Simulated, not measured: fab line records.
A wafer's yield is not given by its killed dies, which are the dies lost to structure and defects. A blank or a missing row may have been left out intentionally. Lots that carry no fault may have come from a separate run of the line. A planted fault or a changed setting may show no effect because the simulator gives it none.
Split-lot trial :: flow n5-finfet :: 21 wafers read from 7 lots, route of 1938 steps

## SPLIT DETAILS
At N5_BEOL_M8_ETCH_62 (etches SOC in N2/H2, target depth 110 nm, overetch 22 nm, time 165 s), the setting bias-w was moved away from the recipe's 150 W on 8 of the 21 wafers read, by -15.2% to +13.1%. The other wafers ran this setting at the recipe's value.

The split's own step is where the reading is taken.

## THE READING
rf-vpp-V, in V, at N5_BEOL_M8_ETCH_62 (etches SOC in N2/H2, target depth 110 nm, overetch 22 nm, time 165 s). Fault-free wafers of this fab line usually give 522.8 V, standard deviation 2.6 V.

wafer: L075.2
tool, chamber at the split: rie-diel-03, 1
bias-w as run, W: 140.4
against the recipe: -6.4%
rf-vpp-V, V: 504.4
against lot-mates on the recipe: -20.3

wafer: L075.4
tool, chamber at the split: rie-diel-03, 2
bias-w as run, W: 140.4
against the recipe: -6.4%
rf-vpp-V, V: 503.8
against lot-mates on the recipe: -20.9

wafer: L075.6
tool, chamber at the split: rie-diel-03, 1
bias-w as run, W: 150
against the recipe: recipe
rf-vpp-V, V: 524.7
against lot-mates on the recipe: -

wafer: L078.2
tool, chamber at the split: rie-diel-05, 2
bias-w as run, W: 150
against the recipe: recipe
rf-vpp-V, V: 527.4
against lot-mates on the recipe: -

wafer: L078.4
tool, chamber at the split: rie-diel-05, 1
bias-w as run, W: 169.6
against the recipe: +13.1%
rf-vpp-V, V: 564.2
against lot-mates on the recipe: +36.8

wafer: L078.6
tool, chamber at the split: rie-diel-05, 3
bias-w as run, W: 169.6
against the recipe: +13.1%
rf-vpp-V, V: 564.9
against lot-mates on the recipe: +37.5

wafer: L080.3
tool, chamber at the split: rie-diel-01, 2
bias-w as run, W: 150
against the recipe: recipe
rf-vpp-V, V: 525.8
against lot-mates on the recipe: -

wafer: L080.4
tool, chamber at the split: rie-diel-01, 3
bias-w as run, W: 150
against the recipe: recipe
rf-vpp-V, V: 517.6
against lot-mates on the recipe: -

wafer: L080.6
tool, chamber at the split: rie-diel-01, 0
bias-w as run, W: 150
against the recipe: recipe
rf-vpp-V, V: 522.0
against lot-mates on the recipe: -

wafer: L076.3
tool, chamber at the split: rie-diel-03, 0
bias-w as run, W: 168
against the recipe: +12.0%
rf-vpp-V, V: 559.1
against lot-mates on the recipe: +34.7

wafer: L076.4
tool, chamber at the split: rie-diel-03, 2
bias-w as run, W: 150
against the recipe: recipe
rf-vpp-V, V: 524.4
against lot-mates on the recipe: -

wafer: L076.6
tool, chamber at the split: rie-diel-03, 3
bias-w as run, W: 168
against the recipe: +12.0%
rf-vpp-V, V: 564.0
against lot-mates on the recipe: +39.6

wafer: L090.2
tool, chamber at the split: rie-diel-03, 2
bias-w as run, W: 150
against the recipe: recipe
rf-vpp-V, V: 525.0
against lot-mates on the recipe: -

wafer: L090.3
tool, chamber at the split: rie-diel-03, 1
bias-w as run, W: 150
against the recipe: recipe
rf-vpp-V, V: 525.0
against lot-mates on the recipe: -

wafer: L090.6
tool, chamber at the split: rie-diel-03, 0
bias-w as run, W: 150
against the recipe: recipe
rf-vpp-V, V: 520.9
against lot-mates on the recipe: -

wafer: L091.2
tool, chamber at the split: rie-diel-03, 2
bias-w as run, W: 133.7
against the recipe: -10.9%
rf-vpp-V, V: 487.8
against lot-mates on the recipe: -37.5

wafer: L091.3
tool, chamber at the split: rie-diel-03, 1
bias-w as run, W: 150
against the recipe: recipe
rf-vpp-V, V: 526.4
against lot-mates on the recipe: -

wafer: L091.5
tool, chamber at the split: rie-diel-03, 3
bias-w as run, W: 150
against the recipe: recipe
rf-vpp-V, V: 524.2
against lot-mates on the recipe: -

wafer: L088.2
tool, chamber at the split: rie-diel-03, 0
bias-w as run, W: 150
against the recipe: recipe
rf-vpp-V, V: 521.0
against lot-mates on the recipe: -

wafer: L088.5
tool, chamber at the split: rie-diel-03, 2
bias-w as run, W: 127.2
against the recipe: -15.2%
rf-vpp-V, V: 472.1
against lot-mates on the recipe: -50.6

wafer: L088.6
tool, chamber at the split: rie-diel-03, 1
bias-w as run, W: 150
against the recipe: recipe
rf-vpp-V, V: 524.5
against lot-mates on the recipe: -

THE FIT
A straight line over all 21 wafers: rf-vpp-V changes by +3.21 V for each +1% of bias-w; r = +0.99; the points scatter about the line by 2.4 V.
The same after taking each lot's own level away (the mean of its wafers on the recipe; 21 wafers): +3.12 V for each +1%; r = +0.99; scatter 2.3 V.
That fit puts the effect of the largest move of bias-w on the reading at 47 V.
From 521.80 to 527.40 V: that is the span of the lots' own levels, equal to 2.2 times the standard deviation above.
So the lot-to-lot level changes the slope little: the two slopes agree.
Check: with one of the wafers moved furthest among these (-15.2%) left out of the fit, the line predicts -47.3 V for it against its lot-mates. It came out at -50.6 V against them.
Tool readings at the split's step, against how far the setting was moved: rf-vpp-V r = +0.99.

## OTHER SPLITS APPLIED TO THESE WAFERS
Before the reading, these wafers also passed through other splits. Each is held against what the fit with the lots' levels taken away leaves over:
other split on the same wafers: N5_BEOL_M7_EXPOSE_08 dose-mj
wafers away from the commonest value: 6
r with rf-vpp-V (lot level and that fit taken away): +0.27

other split on the same wafers: N5_BEOL_M7_STRIP_19 pressure-mtorr
wafers away from the commonest value: 9
r with rf-vpp-V (lot level and that fit taken away): -0.07

## THE WHOLE CHAIN: every reading that the file lists as answering this split, in the file's order
step: N5_BEOL_M8_ETCH_62
what it does: etches SOC in N2/H2, target depth 110 nm, overetch 22 nm, time 165 s
reading: rf-vpp-V
change (the file's fit): +3.18 V for each +1% of the setting
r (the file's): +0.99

step: N5_BEOL_M8_ETCH_62
what it does: etches SOC in N2/H2, target depth 110 nm, overetch 22 nm, time 165 s
reading: SiARC_of_BEOL_M8_COAT_60.thk-nm (the simulator's own value, which no gauge read)
change (the file's fit): -0.0709 nm for each +1% of the setting
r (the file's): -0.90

## FILE'S OWN FIT
rf-vpp-V changes by +3.18 V for each +1% of bias-w, r = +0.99.
